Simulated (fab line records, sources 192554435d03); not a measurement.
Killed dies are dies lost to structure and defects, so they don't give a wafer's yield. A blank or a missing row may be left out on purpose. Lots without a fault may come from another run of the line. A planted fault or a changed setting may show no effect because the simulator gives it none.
Which tool did it? | flow n5_finfet | 9 lots, 27 wafers sampled, at 2 steps of a route of 1938

WHAT THE GAUGES READ, wafer by wafer
N5_SD_EPI_N_CD_MEAS_09: target cd 120 nm.
lot  | measured    | on        | cd_nm (nm)
L223 | day 3 01:05 | cd_sem-01 | 119.2 119.8 119.8
L225 | day 3 16:02 | cd_sem-03 | 120.3 120.3 119.2
L226 | day 3 18:10 | cd_sem-02 | 120.2 119.8 120.7
L227 | day 3 23:52 | cd_sem-03 | 118.9 120.6 120.0
L235 | day 6 02:21 | cd_sem-01 | 122.5 123.0 123.1
L238 | day 6 18:12 | cd_sem-01 | 123.0 121.6 122.1
L240 | day 7 07:46 | cd_sem-03 | 119.7 119.3 120.2
L241 | day 7 16:56 | cd_sem-03 | 120.5 120.5 120.7
L244 | day 8 08:50 | cd_sem-02 | 119.4 119.4 119.6

WHICH TOOL RAN EACH LOT (tool, then ch and the chambers of the sampled wafers, then the start)
lot  | N5_DUMMY_GATE_STRIP_48
L223 | rie_diel-06 ch 0,1,2, day 2 23:54
L225 | rie_diel-01 ch 2,3, day 3 14:51
L226 | rie_diel-05 ch 0,2,3, day 3 16:58
L227 | rie_diel-01 ch 1,2,3, day 3 22:38
L235 | rie_diel-01 ch 1,2,3, day 6 01:10
L238 | rie_diel-05 ch 0,2,3, day 6 17:01
L240 | rie_diel-05 ch 1,2, day 7 06:34
L241 | rie_diel-05 ch 0,1,3, day 7 15:52
L244 | rie_diel-05 ch 0,2,3, day 8 07:22
- N5_DUMMY_GATE_STRIP_48: strips in N2/H2, time 20 s.

THE ANSWER, worked out from the rows above alone
Rule: what is usual is taken from the lots themselves. Put in order of their means at a reading, lots are off if they are a third of the lots or fewer, leave a main group of 4 or more, and stand apart from it by a gap of 3 or more times the standard deviation of the main group's means; of several such gaps the widest counts. A main group whose means are all the same, to the digits that the tables above print for the reading, isn't used. A lot without any number at a reading at which 4 lots or more have one is off too. The other lots that the step has rows for count as sound.
Off: L235, L238, at N5_SD_EPI_N_CD_MEAS_09 (cd_nm). The main group: mean 119.9 nm, standard deviation 0.35.
A tool fits if, at a process step before that reading, it ran every lot that is off, and no sound lot after the first of them. The gauges at N5_SD_EPI_N_CD_MEAS_09 are tried like those tools. One fits: cd_sem-01 at N5_SD_EPI_N_CD_MEAS_09. Its last sound lot is L223 (day 3 01:05), its first lot that is off L235 (day 6 02:21): a fault that began between those two fits.

WHAT THE SIMULATOR HAD PUT IN
Metrology matching offset: cd_sem-01, from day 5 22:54 on, at N5_SD_EPI_N_CD_MEAS_09. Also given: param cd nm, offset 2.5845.
Lots struck among those shown: L235, L238. The rule above found the same.
